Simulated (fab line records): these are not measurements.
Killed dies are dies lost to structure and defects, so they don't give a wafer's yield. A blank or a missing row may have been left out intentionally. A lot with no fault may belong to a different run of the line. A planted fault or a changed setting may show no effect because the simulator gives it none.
Matching of chambers :: flow n5_finfet :: N5_PMOS_HMC_CHANNEL_EPI_CMP_21 on cmp-04 has 4 sister chambers
The step polishes SiGe30, target thk 54 nm. 4 wafers are shown with their chamber, then 8 later ones without.

== EACH WAFER AND ITS CHAMBER ==
wafer: L080.4
chamber: 2
motor_current_A (A): 10.4

wafer: L082.1
chamber: 1
motor_current_A (A): 12.5

wafer: L084.5
chamber: 3
motor_current_A (A): 11.1

wafer: L085.2
chamber: 0
motor_current_A (A): 11.1

== WAFERS WHOSE CHAMBER IS MISSING ==
wafer: L085.4
motor_current_A (A): 11.3

wafer: L085.6
motor_current_A (A): 10.3

wafer: L090.2
motor_current_A (A): 10.5

wafer: L090.3
motor_current_A (A): 11.6

wafer: L090.4
motor_current_A (A): 12.9

wafer: L094.4
motor_current_A (A): 10.9

wafer: L094.5
motor_current_A (A): 10.3

wafer: L094.6
motor_current_A (A): 11.5

== WHICH CHAMBER EACH ONE RAN IN ==
wafer: L085.4
from the rows above: can't be placed: 0 or 3
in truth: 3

wafer: L085.6
from the rows above: 2
in truth: 2

wafer: L090.2
from the rows above: can't be placed: 2 or 0 or 3
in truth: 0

wafer: L090.3
from the rows above: can't be placed: 0 or 3 or 1
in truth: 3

wafer: L090.4
from the rows above: 1
in truth: 1

wafer: L094.4
from the rows above: can't be placed: 0 or 3 or 2
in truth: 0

wafer: L094.5
from the rows above: 2
in truth: 2

wafer: L094.6
from the rows above: can't be placed: 0 or 3
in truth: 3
3 of 8 placed correctly. Can't be placed from these rows: 5 (the true chamber is among the candidates in 5). Placed wrongly: 0.
How it was worked out, from the rows above alone: a wafer's distance from a chamber is the root of the sum, over the readings, of the square of ((its reading less the chamber's mean) divided by the reading's scatter). If the next closest chamber is less than 2 further off than the closest, the wafer can't be placed; otherwise it belongs to the closest. A chamber's mean is the mean of its shown wafers. The scatter: root of mean squared gap, hidden wafer to nearest shown wafer, with one shown wafer a chamber.
